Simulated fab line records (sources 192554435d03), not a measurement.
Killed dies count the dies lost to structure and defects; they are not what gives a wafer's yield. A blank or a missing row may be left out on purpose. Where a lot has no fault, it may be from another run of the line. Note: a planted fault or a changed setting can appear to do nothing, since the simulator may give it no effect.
fab line records    flow n5-finfet
record lots=7  wafers=39
route steps=1938 shown FIN_SAQP@96 STI_FIN_REVEAL@183 HKMG_FIN@403 MOL_CONTACT_COAG@559 BEOL_M0_CUTY@711 BEOL_M2@841 BEOL_M3@998 BEOL_M5@1112 BEOL_M9@1443 BEOL_M11@1587 BEOL_M13@1692 MIM_BOT@1833 PASSIVATION@1936
start-h: hours from the record's first day to the start of the lot's first wafer shown    wait-h: time in hours since the lot's previous step    " same as the row above    L1.1+2: a row that stands for several wafers    - no value, or no start was given    * or withheld: withheld    < > ~ a bound
route shown NAME@n: names a module that has steps shown in the file, with the first one's number in the route    usual: average and standard deviation across the fault-free wafers    same: alike in all rows    chamber/n: place in a boat    sites: each site's reading    _std_site: the standard deviation of these    _edge_site: inner sites' mean taken away from outer sites' mean    radius-mm: for every site, how far away it sits from the centre of the wafer    mask NAME#n: copy n    behind: the last tool/chamber to shape the wafer    hold: what put the lot on hold/how long, in hours/how the hold closed    device: transistor that didn't switch, given as n, p or np    end of line: tests of these same wafers at the route's end    step lacking rows: just its recipe    killed: the dies lost at the first sort to structure and to defects; this is not the yield of the wafer    map: a wafer's dies, marking killed ones x, the rest . and places with no die _
set.NAME: the setting as run; set.NAME@STEP: as run at that earlier step    model.NAME: the simulator's own value behind a step, which no gauge read
lots run with intentionally changed settings; tables by step, rows by wafer
## steps
# step N5_FIN_SAQP_HM_DEP_03
# recipe material=SiNx  target-thk-a=380  temp-c=400  precursor=SiH4/NH3/N2  pressure-torr=1.5  rf-w=300  time-s=33.6
# step N5_STI_FIN_REVEAL_ALD_00
# recipe material=SiO2  target-thk-a=10  temp-c=300  ald-precursor-family=BDEAS  ald-co-reactant=O2-plasma  pulse-time-s=1  pressure-torr=2
# step N5_HKMG_FIN_ETCH_55
# recipe chemistry=N2/H2  target=SOC  target-depth-a=2400  temp-c=40  time-s=300  ion-energy-ev=200  mask-material=SiARC  pressure-mtorr=30  source-w=840  bias-w=150  n2-flow-sccm=200  h2-flow-sccm=200
# step N5_MOL_CONTACT_COAG_ALD_27
# recipe material=SiOC  target-thk-a=170  temp-c=400  ald-precursor-family=carbosiloxane  ald-co-reactant=H2-plasma  pulse-time-s=1.5  time-s=2720  purge-time-s=2  co-reactant-purge-time-s=2  ald-cycles=340  pressure-torr=2
# step N5_BEOL_M0_CUTY_DESCUM_61
# recipe chemistry=O2  time-s=7.9  source-power-w=50  bias-power-w=20  pressure-mtorr=20  rf-frequency-hz=2.712e+07  temp-c=40  resist=CAR-ArF-block  o2-flow-sccm=225
# step N5_BEOL_M2_ILD_DEP_00
# recipe material=SiOC  target-thk-a=790  temp-c=350  precursor=DEMS/O2  pressure-torr=5  rf-w=500  time-s=15.3
# step N5_BEOL_M3_SPUTTER_81
# recipe material=Cu  target-thk-a=45  temp-c=-20  chamber-pressure-pa=0.07  power-w=withheld  time-s=8.29
# step N5_BEOL_M5_ILD_DEP_00
# recipe material=SiCOH_lowk  target-thk-a=1406.4  temp-c=300  precursor=DEMS/porogen  pressure-torr=5  rf-w=500  time-s=25.9
# step N5_BEOL_M5_DEP_56
# recipe material=SiCN  target-thk-a=80  temp-c=withheld  precursor=3MS/NH3  pressure-torr=3  rf-w=202  time-s=14
# step N5_BEOL_M9_VIA_ETCH_34
# recipe chemistry=C4F6/O2  target=SiCOH_lowk  target-depth-a=1824  mask-material=SOC  taper-deg=4  time-s=68.4  ion-energy-ev=250  pressure-mtorr=30  source-w=345  bias-w=185  Ar_flow_sccm=300  C4F6_flow_sccm=10  O2_flow_sccm=10
# step N5_BEOL_M11_CURE_72
# recipe temp-c=370  time-s=120  ambient=DMADMS/He  material=SiCOH_lowk
# step N5_BEOL_M13_DESCUM_33
# recipe chemistry=O2  time-s=7.9  source-power-w=50  bias-power-w=20  pressure-mtorr=20  rf-frequency-hz=2.712e+07  temp-c=40  o2-flow-sccm=225
# step N5_MIM_BOT_SPUTTER_00
# recipe material=TiN  target-thk-a=350  temp-c=200  power-w=3000  chamber-pressure-pa=0.49996  gas=Ar  reactive-partial-pa=0.37997  time-s=89.7
# step N5_PASSIVATION_PROBE_49
# usual sort_bin_5_function=5.0/0.89
lot.wafer  tool       chamber  start-h  wait-h  set.time-s@FIN_SAQP_HM_DEP_03  set.target-thk-a@STI_FIN_REVEAL_ALD_00  set.time-s@HKMG_FIN_ETCH_55  set.ald-cycles@MOL_CONTACT_COAG_ALD_27  set.time-s@BEOL_M0_CUTY_DESCUM_61  set.time-s@BEOL_M2_ILD_DEP_00  set.time-s@BEOL_M3_SPUTTER_81  set.time-s@BEOL_M5_ILD_DEP_00  set.target-thk-a@BEOL_M5_DEP_56  set.target-depth-a@BEOL_M9_VIA_ETCH_34  set.time-s@BEOL_M11_CURE_72  set.time-s@BEOL_M13_DESCUM_33  set.time-s@MIM_BOT_SPUTTER_00  sort_bin_5_function[%]
L074.1     prober-01  -        299.04   0.0     33.6                           13.23                                   300                          218                                     4.868                              15.3                           8.29                           25.9                           80                               1824                                    120                          10.1                           89.7                           5.4
L074.2     prober-01  -        299.09   0.1     33.6                           13.23                                   414.9                        218                                     7.9                                15.3                           8.29                           25.9                           80                               2368                                    120                          7.9                            47.19                          4.7
L074.3     prober-01  -        299.14   0.1     33.6                           10                                      414.9                        340                                     4.868                              15.3                           8.29                           25.9                           42.39                            2368                                    120                          10.1                           47.19                          4.3
L074.4     prober-01  -        299.19   0.2     33.6                           13.23                                   300                          340                                     7.9                                15.3                           8.29                           25.9                           42.39                            1824                                    120                          10.1                           47.19                          4.0
L074.5     prober-01  -        299.24   0.2     33.6                           10                                      414.9                        340                                     7.9                                15.3                           8.29                           25.9                           80                               1824                                    120                          7.9                            89.7                           6.9
L074.6     prober-01  -        299.29   0.3     33.6                           10                                      300                          218                                     4.868                              15.3                           8.29                           25.9                           42.39                            2368                                    120                          7.9                            89.7                           6.1
L075.1     prober-01  -        308.45   0.0     51.36                          13.61                                   300                          528                                     7.9                                6.935                          10.69                          25.9                           80                               832.1                                   61.04                        7.9                            89.7                           6.0
L075.2     prober-01  -        308.50   0.1     51.36                          10                                      300                          528                                     7.9                                15.3                           8.29                           25.9                           80                               1824                                    120                          7.9                            89.7                           4.6
L075.3     prober-01  -        308.55   0.1     33.6                           13.61                                   300                          528                                     7.9                                15.3                           8.29                           39.37                          80                               832.1                                   61.04                        7.9                            69.63                          97.5
L075.4     prober-01  -        308.60   0.2     33.6                           13.61                                   300                          340                                     7.9                                15.3                           10.69                          39.37                          80                               1824                                    120                          6.176                          89.7                           96.7
L075.5     prober-01  -        308.65   0.2     51.36                          10                                      300                          340                                     7.9                                6.935                          8.29                           25.9                           80                               832.1                                   120                          6.176                          69.63                          4.3
L075.6     prober-01  -        308.70   0.3     33.6                           10                                      300                          340                                     7.9                                6.935                          10.69                          39.37                          80                               1824                                    61.04                        6.176                          69.63                          4.0
L078.2     prober-01  -        330.52   0.1     33.6                           10                                      300                          340                                     7.9                                15.3                           8.29                           25.9                           80                               1824                                    120                          7.9                            89.7                           5.2
L078.4     prober-01  -        330.62   0.2     33.6                           10                                      300                          340                                     7.9                                15.3                           8.29                           25.9                           80                               1824                                    120                          7.9                            89.7                           4.2
L078.6     prober-01  -        330.72   0.3     33.6                           10                                      300                          340                                     7.9                                15.3                           8.29                           25.9                           80                               1824                                    120                          7.9                            89.7                           4.9
L085.1     prober-02  -        382.04   0.0     46.33                          10                                      300                          340                                     7.9                                15.3                           8.29                           14.36                          80                               737.6                                   148                          7.9                            89.7                           80.8
L085.2     prober-02  -        382.09   0.1     33.6                           4.694                                   300                          340                                     3.329                              15.3                           8.29                           25.9                           80                               737.6                                   148                          7.9                            89.7                           95.8
L085.3     prober-02  -        382.14   0.1     46.33                          4.694                                   237.2                        340                                     7.9                                15.3                           8.29                           14.36                          80                               1824                                    148                          4.362                          128.3                          4.6
L085.4     prober-02  -        382.19   0.2     33.6                           4.694                                   237.2                        340                                     3.329                              15.3                           8.29                           14.36                          80                               737.6                                   120                          4.362                          128.3                          39.1
L085.5     prober-02  -        382.24   0.2     33.6                           10                                      237.2                        340                                     7.9                                15.3                           8.29                           25.9                           80                               1824                                    120                          4.362                          89.7                           5.8
L085.6     prober-02  -        382.29   0.3     46.33                          10                                      300                          340                                     3.329                              15.3                           8.29                           25.9                           80                               1824                                    120                          7.9                            128.3                          7.6
L088.1     prober-01  -        392.46   0.0     33.6                           7.255                                   133.5                        524                                     7.9                                15.3                           3.438                          25.9                           80                               760.4                                   120                          3.599                          89.7                           95.9
L088.2     prober-01  -        392.51   0.1     46.84                          7.255                                   300                          524                                     7.9                                15.3                           8.29                           30.17                          80                               1824                                    163.5                        3.599                          89.7                           5.2
L088.3     prober-01  -        392.56   0.1     33.6                           10                                      300                          524                                     7.9                                15.3                           8.29                           30.17                          80                               760.4                                   163.5                        7.9                            139.8                          96.1
L088.4     prober-01  -        392.61   0.2     46.84                          10                                      133.5                        340                                     7.9                                15.3                           3.438                          30.17                          80                               760.4                                   120                          7.9                            89.7                           96.2
L088.5     prober-01  -        392.66   0.2     33.6                           10                                      300                          340                                     7.9                                15.3                           3.438                          25.9                           80                               1824                                    163.5                        3.599                          139.8                          5.3
L088.6     prober-01  -        392.71   0.3     46.84                          7.255                                   133.5                        340                                     7.9                                15.3                           8.29                           25.9                           80                               1824                                    120                          7.9                            139.8                          7.0
L092.1     prober-01  -        416.77   0.0     41.08                          14.04                                   300                          541                                     7.9                                15.3                           8.29                           25.9                           80                               1824                                    120                          7.9                            89.7                           4.6
L092.2     prober-01  -        416.82   0.1     33.6                           10                                      300                          541                                     9.623                              15.3                           12.77                          25.9                           48.88                            1824                                    159                          7.9                            128.5                          5.7
L092.3     prober-01  -        416.87   0.1     41.08                          10                                      300                          340                                     7.9                                22.8                           12.77                          25.9                           48.88                            2775                                    159                          7.9                            89.7                           96.4
L092.4     prober-01  -        416.92   0.2     33.6                           14.04                                   300                          340                                     7.9                                22.8                           8.29                           25.9                           80                               2775                                    159                          7.9                            128.5                          96.3
L092.5     prober-01  -        416.97   0.2     33.6                           10                                      300                          340                                     9.623                              15.3                           8.29                           25.9                           48.88                            2775                                    120                          7.9                            128.5                          5.1
L092.6     prober-01  -        417.02   0.3     41.08                          14.04                                   300                          541                                     9.623                              22.8                           12.77                          25.9                           80                               1824                                    120                          7.9                            89.7                           96.1
L097.1     prober-01  -        444.97   0.0     52.62                          10                                      300                          276                                     7.9                                18.03                          4.773                          25.9                           80                               1824                                    84.27                        11.16                          89.7                           4.8
L097.2     prober-01  -        445.02   0.1     33.6                           10                                      300                          340                                     7.9                                15.3                           8.29                           25.9                           80                               1824                                    120                          11.16                          89.7                           4.9
L097.3     prober-01  -        445.07   0.1     33.6                           10                                      423.7                        340                                     7.9                                18.03                          4.773                          25.9                           67.54                            1824                                    84.27                        7.9                            89.7                           3.5
L097.4     prober-01  -        445.12   0.2     33.6                           10                                      423.7                        276                                     7.9                                18.03                          8.29                           25.9                           67.54                            1824                                    120                          7.9                            89.7                           3.6
L097.5     prober-01  -        445.17   0.2     52.62                          10                                      300                          340                                     7.9                                15.3                           8.29                           25.9                           67.54                            1824                                    84.27                        11.16                          89.7                           2.7
L097.6     prober-01  -        445.22   0.3     52.62                          10                                      423.7                        276                                     7.9                                15.3                           4.773                          25.9                           80                               1824                                    120                          7.9                            89.7                           4.6
# killed by level:class
L074.1 MOL_CONTACT_COAG:geometric-particle:open=15 BEOL_M2:geometric-particle:open=11 BEOL_M3:geometric-particle:open=11 STI_FIN_REVEAL:geometric-particle:open=8 FIN_SAQP:geometric-particle:open=7 MOL_CONTACT_COAG:geometric-particle:short=7 BEOL_M4:geometric-particle:open=6 BEOL_M0_SAQP:geometric-particle:short=5
L074.2 MOL_CONTACT_COAG:geometric-particle:open=17 FIN_SAQP:geometric-particle:short=13 FIN_SAQP:geometric-particle:open=13 STI_FIN_REVEAL:geometric-particle:open=9 BEOL_M4:geometric-particle:open=4 BEOL_M0_SAQP:geometric-particle:open=3 STARTING-WAFER:geometric-particle:open=3 GATE_CUT:geometric-particle:open=2
L074.3 MOL_CONTACT_COAG:geometric-particle:open=12 BEOL_M2:geometric-particle:open=8 BEOL_M4:geometric-particle:open=8 GATE_CUT:geometric-particle:short=7 GATE_CUT:geometric-particle:open=5 BEOL_M0_SAQP:geometric-particle:short=5 BEOL_M0_SAQP:geometric-particle:open=5 BEOL_M3:geometric-particle:open=5
L074.4 FIN_SAQP:geometric-particle:open=15 MOL_CONTACT_COAG:geometric-particle:open=9 BEOL_M4:geometric-particle:open=6 FIN_SAQP:geometric-particle:short=5 MOL_CONTACT_COAG:geometric-particle:short=4 BEOL_M2:geometric-particle:open=4 STARTING-WAFER:geometric-particle:short=4 BEOL_M0_SAQP:geometric-particle:open=3
L074.5 MOL_CONTACT_COAG:geometric-particle:open=20 STI_FIN_REVEAL:geometric-particle:open=14 BEOL_M2:geometric-particle:open=10 BEOL_M4:geometric-particle:open=9 BEOL_M0_SAQP:geometric-particle:short=9 BEOL_M5:geometric-particle:open=6 BEOL_M1:geometric-particle:open=5 STI_FIN_REVEAL:geometric-particle:short=5
L074.6 MOL_CONTACT_COAG:geometric-particle:open=17 BEOL_M2:geometric-particle:open=15 STI_FIN_REVEAL:geometric-particle:open=11 FIN_SAQP:geometric-particle:open=8 STI_FIN_REVEAL:geometric-particle:short=7 FIN_SAQP:geometric-particle:short=6 BEOL_M2:geometric-particle:short=6 PASS1_CAP:geometric-particle:short=6
L075.1 BEOL_M2:area-dep=1071 STI_FIN_REVEAL:geometric-particle:open=15 BEOL_M4:geometric-particle:open=14 BEOL_M1:geometric-particle:open=11 FIN_SAQP:geometric-particle:open=9 BEOL_M0_SAQP:geometric-particle:open=9 ILD0:geometric-particle:short=7 MOL_CONTACT_COAG:geometric-particle:open=7
L075.2 BEOL_M2:geometric-particle:open=11 FIN_SAQP:geometric-particle:open=8 BEOL_M0_SAQP:geometric-particle:short=6 BEOL_M1:geometric-particle:open=6 BEOL_M0_SAQP:geometric-particle:open=5 BEOL_M3:geometric-particle:open=5 ILD0:geometric-particle:short=4 ILD0:geometric-particle:open=4
L075.3 BEOL_M5:area-etch=1099 BEOL_M0_SAQP:geometric-particle:open=11 MOL_CONTACT_COAG:geometric-particle:short=7 MOL_CONTACT_COAG:geometric-particle:open=7 FIN_SAQP:geometric-particle:open=6 BEOL_M0_SAQP:geometric-particle:short=6 GATE_CUT:geometric-particle:short=5 FIN_SAQP:geometric-particle:short=4
L075.4 BEOL_M5:area-etch=1081 MOL_CONTACT_COAG:geometric-particle:open=13 BEOL_M0_SAQP:geometric-particle:open=9 BEOL_M0_SAQP:geometric-particle:short=8 FIN_SAQP:geometric-particle:short=6 FIN_SAQP:geometric-particle:open=6 BEOL_M1:geometric-particle:open=6 STI_FIN_REVEAL:geometric-particle:open=4
L075.5 BEOL_M2:area-dep=1096 BEOL_M0_SAQP:geometric-particle:short=7 STARTING-WAFER:geometric-particle:open=6 STI_FIN_REVEAL:geometric-particle:open=5 ILD0:geometric-particle:open=5 MOL_CONTACT_COAG:geometric-particle:open=5 FIN_SAQP:geometric-particle:open=4 GATE_CUT:geometric-particle:open=4
L075.6 BEOL_M2:area-dep=1088 STI_FIN_REVEAL:geometric-particle:open=10 BEOL_M0_SAQP:geometric-particle:short=7 BEOL_M0_SAQP:geometric-particle:open=7 ILD0:geometric-particle:short=6 BEOL_M4:geometric-particle:short=6 FIN_SAQP:geometric-particle:open=5 GATE_CUT:geometric-particle:short=5
L078.2 MOL_CONTACT_COAG:geometric-particle:open=18 BEOL_M3:geometric-particle:open=9 BEOL_M2:geometric-particle:open=6 BEOL_M4:geometric-particle:short=6 BEOL_M0_SAQP:geometric-particle:short=5 FIN_SAQP:geometric-particle:short=4 BEOL_M0:geometric-particle:open=4 BEOL_M5:geometric-particle:open=4
L078.4 BEOL_M0_SAQP:geometric-particle:open=11 MOL_CONTACT_COAG:geometric-particle:open=10 BEOL_M4:geometric-particle:open=10 GATE_CUT:geometric-particle:open=7 GATE_CUT:geometric-particle:short=6 BEOL_M0_SAQP:geometric-particle:short=6 BEOL_M0:geometric-particle:open=6 STI_FIN_REVEAL:geometric-particle:open=5
L078.6 MOL_CONTACT_COAG:geometric-particle:open=20 BEOL_M0:geometric-particle:open=9 BEOL_M3:geometric-particle:open=8 GATE_CUT:geometric-particle:short=7 BEOL_M0_SAQP:geometric-particle:short=6 BEOL_M0_SAQP:geometric-particle:open=6 FIN_SAQP:geometric-particle:short=4 GATE_CUT:geometric-particle:open=4
L085.1 BEOL_M9:area-etch=898 BEOL_M5:area-dep=184 MOL_CONTACT_COAG:geometric-particle:open=15 BEOL_M3:geometric-particle:open=10 BEOL_M4:geometric-particle:open=6 MOL_CONTACT_COAG:geometric-particle:short=6 BEOL_M0_SAQP:geometric-particle:short=6 FIN_SAQP:geometric-particle:open=5
L085.2 BEOL_M9:area-etch=1074 FIN_SAQP:geometric-particle:open=15 MOL_CONTACT_COAG:geometric-particle:open=11 FIN_SAQP:geometric-particle:short=9 BEOL_M3:geometric-particle:open=7 MOL_CONTACT_COAG:geometric-particle:short=6 BEOL_M1:geometric-particle:open=6 BEOL_M0_SAQP:geometric-particle:open=5
L085.3 BEOL_M5:area-dep=1037 MIM_BOT:area-sputter=65 FIN_SAQP:geometric-particle:short=10 MOL_CONTACT_COAG:geometric-particle:open=8 BEOL_M1:geometric-particle:open=8 FIN_SAQP:geometric-particle:open=7 STI_FIN_REVEAL:geometric-particle:open=6 BEOL_M0_SAQP:geometric-particle:open=4
L085.4 BEOL_M5:area-dep=683 BEOL_M9:area-etch=395 STI_FIN_REVEAL:geometric-particle:open=12 BEOL_M1:geometric-particle:open=11 MOL_CONTACT_COAG:geometric-particle:open=9 BEOL_M0_SAQP:geometric-particle:short=7 FIN_SAQP:geometric-particle:short=6 BEOL_M1:geometric-particle:short=6
L085.5 BEOL_M0_SAQP:geometric-particle:open=13 BEOL_M0_SAQP:geometric-particle:short=12 BEOL_M1:geometric-particle:open=11 FIN_SAQP:geometric-particle:open=10 MOL_CONTACT_COAG:geometric-particle:open=10 FIN_SAQP:geometric-particle:short=8 BEOL_M2:geometric-particle:open=5 BEOL_M4:geometric-particle:open=4
L085.6 MIM_BOT:area-sputter=1030 BEOL_M0_SAQP:geometric-particle:short=20 MOL_CONTACT_COAG:geometric-particle:open=19 FIN_SAQP:geometric-particle:short=12 BEOL_M0_SAQP:geometric-particle:open=11 BEOL_M2:geometric-particle:open=10 BEOL_M3:geometric-particle:open=10 BEOL_M1:geometric-particle:open=10
L088.1 BEOL_M9:area-etch=1067 BEOL_M0_SAQP:geometric-particle:short=17 STI_FIN_REVEAL:geometric-particle:open=14 BEOL_M0_SAQP:geometric-particle:open=12 BEOL_M3:geometric-particle:open=10 MOL_CONTACT_COAG:geometric-particle:open=9 FIN_SAQP:geometric-particle:short=8 BEOL_M2:geometric-particle:open=4
L088.2 MOL_CONTACT_COAG:geometric-particle:open=13 FIN_SAQP:geometric-particle:short=12 STI_FIN_REVEAL:geometric-particle:open=11 BEOL_M3:geometric-particle:open=11 BEOL_M0:geometric-particle:open=9 BEOL_M0_SAQP:geometric-particle:short=7 FIN_SAQP:geometric-particle:open=5 BEOL_M2:geometric-particle:open=5
L088.3 BEOL_M9:area-etch=1080 MOL_CONTACT_COAG:geometric-particle:open=13 STI_FIN_REVEAL:geometric-particle:open=10 BEOL_M4:geometric-particle:open=9 FIN_SAQP:geometric-particle:open=8 BEOL_M0_SAQP:geometric-particle:short=8 BEOL_M3:geometric-particle:open=7 FIN_SAQP:geometric-particle:short=6
L088.4 BEOL_M9:area-etch=1053 FIN_SAQP:geometric-particle:open=16 BEOL_M0_SAQP:geometric-particle:short=16 FIN_SAQP:geometric-particle:short=15 STI_FIN_REVEAL:geometric-particle:open=12 MOL_CONTACT_COAG:geometric-particle:open=11 STARTING-WAFER:geometric-particle:open=6 DUMMY_GATE:geometric-particle:open=6
L088.5 MIM_BOT:area-sputter=1061 MOL_CONTACT_COAG:geometric-particle:open=16 BEOL_M2:geometric-particle:open=12 BEOL_M0_SAQP:geometric-particle:short=9 BEOL_M0_SAQP:geometric-particle:open=6 FIN_SAQP:geometric-particle:open=5 DUMMY_GATE:geometric-particle:open=5 BEOL_M5:geometric-particle:open=5
L088.6 MIM_BOT:area-sputter=1051 STI_FIN_REVEAL:geometric-particle:open=23 BEOL_M0_SAQP:geometric-particle:short=11 FIN_SAQP:geometric-particle:open=10 FIN_SAQP:geometric-particle:short=10 DUMMY_GATE:geometric-particle:open=7 BEOL_M0_SAQP:geometric-particle:open=7 BEOL_M4:geometric-particle:open=6
L092.1 MOL_CONTACT_COAG:geometric-particle:open=15 BEOL_M2:geometric-particle:open=10 BEOL_M3:geometric-particle:open=10 BEOL_M2:geometric-particle:short=8 ILD0:geometric-particle:open=6 BEOL_M0_SAQP:geometric-particle:short=6 FIN_SAQP:geometric-particle:open=5 FIN_SAQP:geometric-particle:short=5
L092.2 MIM_BOT:area-sputter=1078 MOL_CONTACT_COAG:geometric-particle:open=19 FIN_SAQP:geometric-particle:short=13 GATE_CUT:geometric-particle:short=9 FIN_SAQP:geometric-particle:open=7 BEOL_M3:geometric-particle:open=7 GATE_CUT:geometric-particle:open=5 MOL_CONTACT_COAG:geometric-particle:short=5
L092.3 BEOL_M2:area-dep=1084 FIN_SAQP:geometric-particle:short=15 BEOL_M3:geometric-particle:open=14 BEOL_M2:geometric-particle:open=11 MOL_CONTACT_COAG:geometric-particle:open=9 GATE_CUT:geometric-particle:short=8 FIN_SAQP:geometric-particle:open=7 BEOL_M0_SAQP:geometric-particle:open=6
L092.4 BEOL_M2:area-dep=1070 FIN_SAQP:geometric-particle:short=22 MOL_CONTACT_COAG:geometric-particle:open=19 BEOL_M3:geometric-particle:open=8 FIN_SAQP:geometric-particle:open=6 BEOL_M0_SAQP:geometric-particle:short=6 GATE_CUT:geometric-particle:short=5 BEOL_M2:geometric-particle:open=5
L092.5 MIM_BOT:area-sputter=1073 MOL_CONTACT_COAG:geometric-particle:open=16 FIN_SAQP:geometric-particle:short=10 BEOL_M0_SAQP:geometric-particle:open=7 BEOL_M0_SAQP:geometric-particle:short=7 BEOL_M3:geometric-particle:open=6 STI_FIN_REVEAL:geometric-particle:open=5 BEOL_M4:geometric-particle:open=5
L092.6 BEOL_M2:area-dep=1072 FIN_SAQP:geometric-particle:short=15 MOL_CONTACT_COAG:geometric-particle:open=13 BEOL_M3:geometric-particle:open=7 STARTING-WAFER:geometric-particle:short=7 BEOL_M2:geometric-particle:short=6 BEOL_M2:geometric-particle:open=6 FIN_SAQP:geometric-particle:open=5
L097.1 FIN_SAQP:geometric-particle:open=19 FIN_SAQP:geometric-particle:short=11 BEOL_M2:geometric-particle:open=9 MOL_CONTACT_COAG:geometric-particle:open=7 ILD0:geometric-particle:open=5 STARTING-WAFER:geometric-particle:open=5 BEOL_M0_SAQP:geometric-particle:open=4 BEOL_M1:geometric-particle:open=4
L097.2 BEOL_M2:geometric-particle:open=13 FIN_SAQP:geometric-particle:open=10 BEOL_M3:geometric-particle:open=8 MOL_CONTACT_COAG:geometric-particle:open=6 FIN_SAQP:geometric-particle:short=4 BEOL_M0_SAQP:geometric-particle:short=4 BEOL_M0:geometric-particle:open=4 BEOL_M1:geometric-particle:open=4
L097.3 MOL_CONTACT_COAG:geometric-particle:open=9 BEOL_M2:geometric-particle:open=9 GATE_CUT:geometric-particle:short=6 FIN_SAQP:geometric-particle:short=4 BEOL_M0_SAQP:geometric-particle:short=4 BEOL_M2:geometric-particle:short=4 BEOL_M3:geometric-particle:open=4 BEOL_M5:geometric-particle:open=4
L097.4 MOL_CONTACT_COAG:geometric-particle:open=14 BEOL_M2:geometric-particle:open=12 BEOL_M0_SAQP:geometric-particle:short=6 FIN_SAQP:geometric-particle:short=4 BEOL_M4:geometric-particle:open=4 STI_FIN_REVEAL:geometric-particle:open=3 GATE_CUT:geometric-particle:short=3 BEOL_M0_SAQP:geometric-particle:open=3
L097.5 MOL_CONTACT_COAG:geometric-particle:open=9 BEOL_M2:geometric-particle:open=7 BEOL_M3:geometric-particle:open=7 STARTING-WAFER:geometric-particle:open=5 FIN_SAQP:geometric-particle:open=4 BEOL_M0_SAQP:geometric-particle:short=4 STI_FIN_REVEAL:geometric-particle:open=2 ILD0:geometric-particle:open=2
L097.6 MOL_CONTACT_COAG:geometric-particle:open=15 BEOL_M2:geometric-particle:open=12 FIN_SAQP:geometric-particle:short=7 DUMMY_GATE:geometric-particle:open=7 BEOL_M0_SAQP:geometric-particle:open=5 FIN_SAQP:geometric-particle:open=4 MOL_CONTACT_COAG:geometric-particle:short=4 MIM_BOT:geometric-particle:short=4
## key
split step=N5_FIN_SAQP_HM_DEP_03  setting=time-s  stated-as=33.6
response none clear
split step=N5_STI_FIN_REVEAL_ALD_00  setting=target-thk-a  stated-as=10
response none clear
split step=N5_HKMG_FIN_ETCH_55  setting=time-s  stated-as=300
response none clear
split step=N5_MOL_CONTACT_COAG_ALD_27  setting=ald-cycles  stated-as=340
response none clear
split step=N5_BEOL_M0_CUTY_DESCUM_61  setting=time-s  stated-as=7.9
response none clear
split step=N5_BEOL_M2_ILD_DEP_00  setting=time-s  stated-as=15.3
response step=N5_PASSIVATION_PROBE_49  reading=sort_bin_5_function  slope=+1.55  per=1%  together-with=all  explained=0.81
split step=N5_BEOL_M3_SPUTTER_81  setting=time-s  stated-as=8.29
response none clear
split step=N5_BEOL_M5_ILD_DEP_00  setting=time-s  stated-as=25.9
response none clear
split step=N5_BEOL_M5_DEP_56  setting=target-thk-a  stated-as=80
response none clear
split step=N5_BEOL_M9_VIA_ETCH_34  setting=target-depth-a  stated-as=1824
response none clear
split step=N5_BEOL_M11_CURE_72  setting=time-s  stated-as=120
response none clear
split step=N5_BEOL_M13_DESCUM_33  setting=time-s  stated-as=7.9
response none clear
split step=N5_MIM_BOT_SPUTTER_00  setting=time-s  stated-as=89.7
response none clear
